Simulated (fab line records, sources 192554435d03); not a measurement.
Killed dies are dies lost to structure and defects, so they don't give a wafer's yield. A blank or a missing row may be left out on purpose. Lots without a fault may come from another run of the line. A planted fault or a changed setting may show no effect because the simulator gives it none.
One fault seen from 3 desks | flow n5_finfet | each desk has only its own numbers; what lay behind them comes last

THE DEFECT DESK
What the inspections along the route counted, lot by lot: means of the sampled wafers that have a number. A lot is out of limits, marked OUT, if its mean lies more than 4 standard deviations from the usual mean; the brackets give that distance.
Columns: A = raw_defect_count at N5_GATE_CUT_INSPECT_26, usual 37; B = raw_defect_count at N5_MOL_CONTACT_COAG_INSPECT_10, usual 66
lot  | first seen here | A  | B
L889 | day 4 12:53     | 32 | 61
L893 | day 5 15:26     | 30 | 51
L894 | day 5 18:34     | 45 | 64
L897 | day 6 12:04     | 37 | 56
L898 | day 6 20:57     | 46 | 92
L901 | day 7 14:44     | 33 | 53
L908 | day 9 11:17     | 50 | 101
L910 | day 9 21:19     | 28 | 58
L911 | day 10 02:41    | 31 | 66
L912 | day 10 09:52    | 29 | 38
This desk's finding: nothing out of limits on any of the 10 lots.

THE METROLOGY DESK
What the gauges read, lot by lot, whatever tool the lot ran on: means of the sampled wafers that have a number. A lot is out of limits, marked OUT, if its mean lies more than 4 standard deviations from the usual mean; the brackets give that distance. Of its 10 readings 7 are shown: those that lie furthest out on some lot.
Columns: A = DIBL_N at N5_BEOL_M4_RC_MEAS_101, usual 36.3 mV/V; B = DIBL_P at N5_BEOL_M4_RC_MEAS_101, usual 36.5 mV/V; C = IOFF_N at N5_BEOL_M4_RC_MEAS_101, usual 0.163 nA/um; D = IOFF_P at N5_BEOL_M4_RC_MEAS_101, usual 0.22 nA/um; E = SS_P at N5_BEOL_M4_RC_MEAS_101, usual 73.3 mV/dec; F = VT_N at N5_BEOL_M4_RC_MEAS_101, usual 249.3 mV; G = VT_P at N5_BEOL_M4_RC_MEAS_101, usual -250 mV
lot  | first seen here | A    | B    | C     | D    | E    | F     | G
L889 | day 8 10:20     | 33.9 | 34.1 | 0.131 | 0.16 | 73.1 | 252.4 | -255
L893 | day 9 14:32     | 37.1 | 37.2 | 0.165 | 0.23 | 73.2 | 248.0 | -249
L894 | day 9 16:22     | 36.5 | 37.5 | 0.174 | 0.21 | 74.3 | 246.8 | -251
L898 | day 10 18:48    | 39.1 | 38.0 | 0.225 | 0.28 | 73.9 | 244.6 | -246
L897 | day 10 19:06    | 34.2 | 35.3 | 0.135 | 0.17 | 72.5 | 250.5 | -252
L901 | day 11 20:50    | 36.0 | 34.4 | 0.139 | 0.18 | 73.0 | 252.2 | -252
L908 | day 13 19:38    | 34.3 | 34.0 | 0.126 | 0.21 | 72.7 | 255.4 | -248
L910 | day 13 21:23    | 35.9 | 36.0 | 0.149 | 0.20 | 72.8 | 252.4 | -252
L911 | day 14 04:17    | 35.5 | 36.2 | 0.159 | 0.21 | 73.6 | 250.7 | -250
L912 | day 14 08:29    | 37.1 | 36.8 | 0.185 | 0.26 | 73.8 | 245.9 | -246
This desk's finding: nothing out of limits on any of the 10 lots.

THE TOOL OWNER'S DESK: ald_metal-01
The tool's own readings at N5_MOL_CONTACT_COAG_ALD_20 (deposits TiN, target thk 1.5 nm, pulse time 1 s, purge time 3 s): means of the sampled wafers that have a number, for each lot that ran on this tool. A lot is out of limits, marked OUT, if its mean lies more than 4 standard deviations from the usual mean; the brackets give that distance.
Columns: A = heater_power_w at N5_MOL_CONTACT_COAG_ALD_20, usual 914 W; B = precursor_pulse_height_rel at N5_MOL_CONTACT_COAG_ALD_20, usual 1.002
lot  | first seen here | A    | B
L889 | day 4 15:28     | 985  | 0.990
L894 | day 5 21:13     | 1037 | 0.988
L897 | day 6 14:28     | 947  | 0.996
L908 | day 9 14:34     | 926  | 1.004
L910 | day 9 22:54     | 1046 | 1.015
L911 | day 10 04:21    | 913  | 1.011
This desk's finding: nothing out of limits on any of the 6 lots.

PUT TOGETHER
The defect desk saw nothing out of limits.
The metrology desk saw nothing out of limits.
The tool owner's desk saw nothing out of limits.

WHAT THE SIMULATOR HAD PUT IN
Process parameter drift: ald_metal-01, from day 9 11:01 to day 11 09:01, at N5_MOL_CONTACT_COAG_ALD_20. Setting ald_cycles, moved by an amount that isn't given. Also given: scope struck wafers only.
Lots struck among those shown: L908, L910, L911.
